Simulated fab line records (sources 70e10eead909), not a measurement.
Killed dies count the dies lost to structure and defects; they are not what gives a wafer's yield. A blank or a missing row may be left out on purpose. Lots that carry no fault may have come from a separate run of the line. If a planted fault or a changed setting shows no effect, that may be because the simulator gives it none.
Matching of chambers | flow nand_harc | 4 sister chambers for NHARC_A_WL_FILL_CMP_12 on cmp-03
The step polishes, t overpolish 30 s, target thk 100 nm. 7 wafers are shown with their chamber, then 6 later ones without.

## EACH WAFER AND ITS CHAMBER
wafer  | chamber | motor_current_A (A) | overpolish_run_s (s)
L975.2 | 1       | 10.7                | 30.017
L975.5 | 0       | 12.4                | 30.012
L977.5 | 0       | 12.4                | 29.992
L978.4 | 2       | 11.2                | 29.998
L978.5 | 3       | 12.9                | 29.982
L981.1 | 3       | 12.7                | 29.991
L981.3 | 2       | 11.2                | 30.004

## WAFERS MISSING THEIR CHAMBER
wafer  | motor_current_A (A) | overpolish_run_s (s)
L990.1 | 10.7                | 29.998
L990.4 | 13.1                | 29.994
L990.5 | 13.6                | 29.999
L993.1 | 12.8                | 29.986
L993.5 | 10.9                | 30.001
L993.6 | 11.1                | 30.016

## THE CHAMBER EACH PASSED THROUGH
wafer  | from the rows above     | in truth
L990.1 | 1                       | 1
L990.4 | 3                       | 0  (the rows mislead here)
L990.5 | 3                       | 3
L993.1 | 3                       | 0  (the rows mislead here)
L993.5 | can't be placed: 1 or 2 | 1
L993.6 | 2                       | 2
Correctly placed: 3 of 6. From these rows, 1 cannot be placed; in 1 the true chamber is one of the candidates. Placed wrongly: 2.
How it was worked out, from the rows above alone: a wafer's distance from a chamber is the root of the sum, over the readings, of the square of ((its reading less the chamber's mean) divided by the reading's scatter). If the next closest chamber is less than 2 further off than the closest, the wafer can't be placed; otherwise it belongs to the closest. For every chamber, the mean is computed from those of its wafers that are shown. How the scatter is found: for the shown wafers, subtract from each reading the mean of its chamber, square and add these, divide the total by (wafers less chambers), then take the root.
